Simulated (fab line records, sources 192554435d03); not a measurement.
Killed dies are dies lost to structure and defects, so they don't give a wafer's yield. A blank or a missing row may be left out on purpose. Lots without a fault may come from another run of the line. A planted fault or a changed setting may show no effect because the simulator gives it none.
Split-lot experiment | flow n5_finfet | 7 lots, 39 wafers read, on a route of 1938 steps

THE SPLIT
At N5_DUMMY_GATE_ETCH_31 (etches SiO2 in C4F6/O2, target depth 82.5 nm, time 27.5 s), the setting target_depth_a was moved away from the recipe's 825 angstrom on 18 of the 39 wafers read, by -8.4% to +11.1%. The other wafers ran this setting at the recipe's value.

The reading is taken at the split's own step.

THE READING
SOC_of_DUMMY_GATE_COAT_34.thk_nm (the simulator's own value, which no gauge read), in nm, at N5_DUMMY_GATE_ETCH_31 (etches SiO2 in C4F6/O2, target depth 82.5 nm, time 27.5 s). The file gives no usual value for it. The 21 wafers here that ran the recipe average 51.9 nm, standard deviation 0.36 nm.

wafer  | tool, chamber at the split | target_depth_a as run, angstrom | against the recipe | SOC_of_DUMMY_GATE_COAT_34.thk_nm, nm | against lot-mates on the recipe
L074.1 | rie_diel-02, 0             | 825                             | recipe             | 51.6                                 | -
L074.2 | rie_diel-02, 2             | 825                             | recipe             | 51.6                                 | -
L074.3 | rie_diel-02, 1             | 756.1                           | -8.4%              | 52.6                                 | +1.0
L074.4 | rie_diel-02, 3             | 825                             | recipe             | 51.6                                 | -
L074.5 | rie_diel-02, 1             | 756.1                           | -8.4%              | 52.6                                 | +1.0
L074.6 | rie_diel-02, 0             | 756.1                           | -8.4%              | 52.4                                 | +0.8
L078.1 | rie_diel-03, 3             | 825                             | recipe             | 52                                   | -
L078.2 | rie_diel-03, 2             | 788                             | -4.5%              | 52.2                                 | +0.1
L078.3 | rie_diel-03, 0             | 788                             | -4.5%              | 52.6                                 | +0.5
L078.4 | rie_diel-03, 1             | 788                             | -4.5%              | 52.4                                 | +0.3
L078.5 | rie_diel-03, 1             | 825                             | recipe             | 52.2                                 | -
L078.6 | rie_diel-03, 0             | 825                             | recipe             | 52.2                                 | -
L084.1 | rie_diel-02, 1             | 778.2                           | -5.7%              | 52.6                                 | +0.9
L084.2 | rie_diel-02, 3             | 778.2                           | -5.7%              | 52.4                                 | +0.7
L084.3 | rie_diel-02, 2             | 825                             | recipe             | 51.6                                 | -
L084.4 | rie_diel-02, 0             | 825                             | recipe             | 51.4                                 | -
L084.5 | rie_diel-02, 3             | 825                             | recipe             | 52                                   | -
L084.6 | rie_diel-02, 2             | 778.2                           | -5.7%              | 52                                   | +0.3
L085.1 | rie_diel-01, 1             | 825                             | recipe             | 52.4                                 | -
L085.2 | rie_diel-01, 3             | 889.8                           | +7.9%              | 51.6                                 | -0.3
L085.3 | rie_diel-01, 0             | 825                             | recipe             | 51.8                                 | -
L085.4 | rie_diel-01, 2             | 825                             | recipe             | 51.6                                 | -
L085.5 | rie_diel-01, 2             | 889.8                           | +7.9%              | 51.2                                 | -0.7
L085.6 | rie_diel-01, 1             | 889.8                           | +7.9%              | 51.6                                 | -0.3
L086.1 | rie_diel-01, 1             | 825                             | recipe             | 52.4                                 | -
L086.2 | rie_diel-01, 3             | 825                             | recipe             | 52.4                                 | -
L086.3 | rie_diel-01, 2             | 916.6                           | +11.1%             | 51.2                                 | -1.2
L086.4 | rie_diel-01, 0             | 916.6                           | +11.1%             | 50.8                                 | -1.6
L086.5 | rie_diel-01, 3             | 825                             | recipe             | 52.4                                 | -
L086.6 | rie_diel-01, 2             | 916.6                           | +11.1%             | 51.2                                 | -1.2
L092.1 | rie_diel-03, 1             | 825                             | recipe             | 52.2                                 | -
L092.3 | rie_diel-03, 0             | 825                             | recipe             | 52.4                                 | -
L092.5 | rie_diel-03, 0             | 825                             | recipe             | 52.2                                 | -
L094.1 | rie_diel-01, 0             | 825                             | recipe             | 51.6                                 | -
L094.2 | rie_diel-01, 3             | 825                             | recipe             | 51.8                                 | -
L094.3 | rie_diel-01, 1             | 796.7                           | -3.4%              | 52.2                                 | +0.6
L094.4 | rie_diel-01, 2             | 796.7                           | -3.4%              | 51.8                                 | +0.2
L094.5 | rie_diel-01, 1             | 796.7                           | -3.4%              | 52.2                                 | +0.6
L094.6 | rie_diel-01, 0             | 825                             | recipe             | 51.4                                 | -

THE FIT
A straight line over all 39 wafers: SOC_of_DUMMY_GATE_COAT_34.thk_nm changes by -0.0724 nm for each +1% of target_depth_a; r = -0.77; the points scatter about the line by 0.3 nm.
The same after taking each lot's own level away (the mean of its wafers on the recipe; 39 wafers): -0.103 nm for each +1%; r = -0.92; scatter 0.23 nm.
On that fit, the largest move of target_depth_a shifts the reading by 1.1 nm.
The lots' own levels span 51.60 to 52.40 nm, that is 2.3 times the standard deviation above.
So the lot-to-lot level blurs the effect unless lot-mates are compared.
Check: with one of the wafers moved furthest among these (+11.1%) left out of the fit, the line predicts -1.11 nm for it against its lot-mates. It came out at -1.2 nm against them.

OTHER SPLITS ON THESE WAFERS
These wafers also went through other splits before the reading. Each is held against what the fit with the lots' levels taken away leaves over:
other split on the same wafers  | wafers away from the commonest value | r with SOC_of_DUMMY_GATE_COAT_34.thk_nm (lot level and that fit taken away)
N5_DUMMY_GATE_EXPOSE_12 dose_mj | 15                                   | +0.18

THE WHOLE CHAIN: every reading that the file lists as answering this split, in the file's order
step                  | what it does                                              | reading                                                                           | change (the file's fit)               | r (the file's)
N5_DUMMY_GATE_ETCH_31 | etches SiO2 in C4F6/O2, target depth 82.5 nm, time 27.5 s | etch.depth_nm (the simulator's own value, which no gauge read)                    | +1.09 nm for each +1% of the setting  | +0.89
N5_DUMMY_GATE_ETCH_31 | etches SiO2 in C4F6/O2, target depth 82.5 nm, time 27.5 s | SOC_of_DUMMY_GATE_COAT_34.thk_nm (the simulator's own value, which no gauge read) | -0.103 nm for each +1% of the setting | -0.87

THE FILE'S OWN FIT
SOC_of_DUMMY_GATE_COAT_34.thk_nm changes by -0.103 nm for each +1% of target_depth_a, r = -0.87.
